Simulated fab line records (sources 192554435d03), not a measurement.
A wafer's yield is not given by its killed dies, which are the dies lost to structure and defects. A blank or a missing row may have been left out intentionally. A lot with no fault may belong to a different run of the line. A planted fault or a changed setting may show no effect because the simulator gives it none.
The tool behind it: which one?    flow n5 finfet    12 lots with 36 wafers sampled at 6 steps, on a route of 1938 steps

## WHAT THE GAUGES READ, wafer by wafer
N5_BEOL_M1_CD_MEAS_11: the cd target is 17.05 nm.
lot   measured      on         cd nm (nm)
L075  day 6 08:59   cd sem-02  17.01 17.24 17.01
L077  day 6 20:58   cd sem-02  17.06 17.27 16.90
L079  day 7 07:32   cd sem-03  16.74 16.86 16.91
L081  day 7 23:49   cd sem-01  17.09 17.42 17.06
L084  day 8 07:21   cd sem-01  16.82 16.99 17.28
L085  day 8 18:03   cd sem-02  16.97 16.71 17.04
L087  day 9 06:22   cd sem-02  16.56 17.07 16.54
L089  day 9 23:07   cd sem-02  17.41 17.50 17.26
L091  day 10 03:31  cd sem-01  16.60 16.79 16.70
L093  day 11 02:52  cd sem-01  16.99 17.14 16.80
L095  day 11 11:35  cd sem-03  16.80 17.49 17.11
L097  day 12 03:46  cd sem-03  17.17 17.11 16.96

## WHICH TOOL RAN EACH LOT (tool, then ch and the chambers of the sampled wafers, then the start)
lot   N5_BEOL_M0_SAQP_DESCUM_45           N5_BEOL_M0_ETCH_109                 N5_BEOL_M0_ALD_136                   N5_BEOL_M0_SPUTTER_116        N5_BEOL_M0_SPUTTER_141
L075  rie diel-01 ch 1,3, day 5 21:24     rie diel-05 ch 0,2, day 6 03:10     ald metal-03 ch 1,2, day 6 05:05     pvd sputter-02, day 6 05:37   pvd sputter-02, day 6 05:58
L077  rie diel-03 ch 0,1,3, day 6 12:41   rie diel-02 ch 1,2, day 6 17:07     ald metal-02 ch 1,2,3, day 6 17:25   pvd sputter-03, day 6 18:23   pvd sputter-03, day 6 18:44
L079  rie diel-01 ch 2,3, day 6 18:24     rie diel-06 ch 0,3, day 7 02:14     ald metal-03 ch 1,2,3, day 7 03:06   pvd sputter-01, day 7 03:47   pvd sputter-01, day 7 04:09
L081  rie diel-03 ch 0,1,2, day 7 13:49   rie diel-02 ch 0,1, day 7 19:40     ald metal-03 ch 2,3, day 7 20:20     pvd sputter-02, day 7 21:20   pvd sputter-02, day 7 21:42
L084  rie diel-04 ch 2,3, day 8 00:38     rie diel-06 ch 0,2,3, day 8 03:49   ald metal-03 ch 2,3, day 8 04:41     pvd sputter-03, day 8 05:20   pvd sputter-03, day 8 05:41
L085  rie diel-01 ch 0,1,3, day 8 11:13   rie diel-06 ch 0,3, day 8 13:44     ald metal-04 ch 2,3, day 8 14:23     pvd sputter-01, day 8 15:18   pvd sputter-01, day 8 15:40
L087  rie diel-04 ch 0,1,2, day 8 18:44   rie diel-06 ch 0,1,2, day 8 22:53   ald metal-02 ch 0,2, day 8 23:39     pvd sputter-02, day 9 02:03   pvd sputter-02, day 9 02:25
L089  rie diel-03 ch 0,1, day 9 13:14     rie diel-06 ch 1,2,3, day 9 16:55   ald metal-02 ch 1,2, day 9 19:05     pvd sputter-01, day 9 19:35   pvd sputter-01, day 9 19:56
L091  rie diel-04 ch 0,2, day 9 19:39     rie diel-06 ch 0,2, day 9 22:44     ald metal-04 ch 1,2,3, day 9 23:36   pvd sputter-01, day 10 00:14  pvd sputter-01, day 10 00:38
L093  rie diel-01 ch 0,2, day 10 14:07    rie diel-02 ch 0,2,3, day 10 19:17  ald metal-02 ch 0,2, day 10 20:19    pvd sputter-01, day 10 21:13  pvd sputter-01, day 10 21:34
L095  rie diel-03 ch 0,2,3, day 11 01:38  rie diel-06 ch 0,1,3, day 11 06:25  ald metal-03 ch 0,1,3, day 11 07:10  pvd sputter-01, day 11 07:43  pvd sputter-01, day 11 08:05
L097  rie diel-01 ch 0,2,3, day 11 21:14  rie diel-02 ch 0,1,3, day 11 23:52  ald metal-04 ch 1,2,3, day 12 00:17  pvd sputter-01, day 12 00:56  pvd sputter-01, day 12 01:17
- N5_BEOL_M0_SAQP_DESCUM_45: chemistry O2, time 7 s.
- N5_BEOL_M0_ETCH_109: etches SiCN in CH3F/O2, target depth 8 nm, overetch 2.4 nm, time 27.4 s.
- N5_BEOL_M0_ALD_136: deposits TaN, pulse time 2 s, purge time 3 s, co reactant purge time 2 s.
- N5_BEOL_M0_SPUTTER_116: material Cu, target thk 4 nm, time 7.37 s.
- N5_BEOL_M0_SPUTTER_141: material Cu, target thk 4 nm, time 7.37 s.

## THE ANSWER, worked out from the rows above alone
Rule: what is usual is taken from the lots themselves. The widest of any qualifying gaps counts: lots, ordered by their means at a reading, are off when they make up no more than a third of the lots, leave a main group of 4 or more, and stand apart from it by 3 or more times the standard deviation of that group's means. Not used: any main group whose means are identical at the precision the tables above print for the reading. Also off: a lot with no number at a reading for which 4 or more lots have one. Any other lot the step has rows for is counted as sound.
No lot is off on any of the readings shown, so nothing can be concluded from this.

## WHAT THE SIMULATOR HAD INSERTED
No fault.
